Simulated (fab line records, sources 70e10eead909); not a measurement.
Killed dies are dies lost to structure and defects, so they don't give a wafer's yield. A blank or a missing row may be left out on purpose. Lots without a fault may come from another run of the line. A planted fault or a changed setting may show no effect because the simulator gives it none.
Chamber matching | flow nand_harc | NHARC_P_CONTACT_STRIP_28 on rie_diel-06: 4 sister chambers
The step strips in O2. 16 wafers are shown with their chamber, then 8 later ones without.

WAFERS WITH THEIR CHAMBER
wafer  | chamber | showerhead_plenum_p_Torr (Torr) | oes_product_au (a.u.) | o2_flow_sccm (sccm)
L385.1 | 0       | 3.30                            | 0.997                 | 500.8
L385.5 | 1       | 3.78                            | 1.012                 | 502.7
L385.6 | 2       | 3.53                            | 0.994                 | 499.6
L387.1 | 0       | 3.30                            | 0.997                 | 501.6
L387.3 | 2       | 3.53                            | 0.989                 | 501.8
L387.4 | 3       | 3.76                            | 0.995                 | 499.5
L389.1 | 1       | 3.78                            | 1.007                 | 503.6
L389.4 | 3       | 3.76                            | 0.995                 | 501.4
L389.5 | 0       | 3.30                            | 1.001                 | 499.2
L390.4 | 2       | 3.52                            | 0.991                 | 498.3
L390.5 | 3       | 3.76                            | 0.996                 | 497.3
L390.6 | 2       | 3.52                            | 0.988                 | 498.8
L391.1 | 2       | 3.52                            | 0.992                 | 500.9
L391.2 | 1       | 3.78                            | 0.997                 | 501.9
L391.4 | 3       | 3.76                            | 0.999                 | 500.1
L404.1 | 2       | 3.52                            | 0.999                 | 498.1

SIGNATURES (means of the wafers above)
reading                  | chamber 0 | chamber 1 | chamber 2 | chamber 3 | scatter within a chamber
showerhead_plenum_p_Torr | 3.3000    | 3.7800    | 3.5233    | 3.7600    | 0.00333
oes_product_au           | 0.99833   | 1.00533   | 0.99217   | 0.99625   | 0.00425
o2_flow_sccm             | 500.533   | 502.733   | 499.583   | 499.575   | 1.42
Rule: a wafer's distance from a chamber is the root of the sum, over the readings, of the square of ((its reading less the chamber's mean) divided by the reading's scatter). The wafer belongs to the nearest chamber; if the next one is less than 2 further off, it can't be placed. The scatter: the root of (the sum of the squares of (reading less its chamber's mean) over the shown wafers, divided by (wafers less chambers)).

WAFERS WITHOUT THEIR CHAMBER
wafer  | showerhead_plenum_p_Torr (Torr) | oes_product_au (a.u.) | o2_flow_sccm (sccm)
L404.2 | 3.30                            | 0.998                 | 501.2
L404.5 | 3.77                            | 1.002                 | 501.7
L406.1 | 3.52                            | 0.994                 | 500.6
L406.2 | 3.77                            | 1.006                 | 498.9
L406.6 | 3.52                            | 0.990                 | 499.9
L408.3 | 3.29                            | 1.001                 | 500.1
L408.4 | 3.75                            | 0.995                 | 500.8
L408.6 | 3.29                            | 1.007                 | 500.7

WHICH CHAMBER EACH WENT THROUGH
wafer  | from the rows above     | in truth
L404.2 | 0                       | 0
L404.5 | can't be placed: 1 or 3 | 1
L406.1 | 2                       | 2
L406.2 | can't be placed: 3 or 1 | 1
L406.6 | 2                       | 2
L408.3 | 0                       | 0
L408.4 | 3                       | 3
L408.6 | 0                       | 0
Placed correctly: 6 of 8. Can't be placed from these rows: 2 (the true chamber is among the candidates in 2). Placed wrongly: 0.
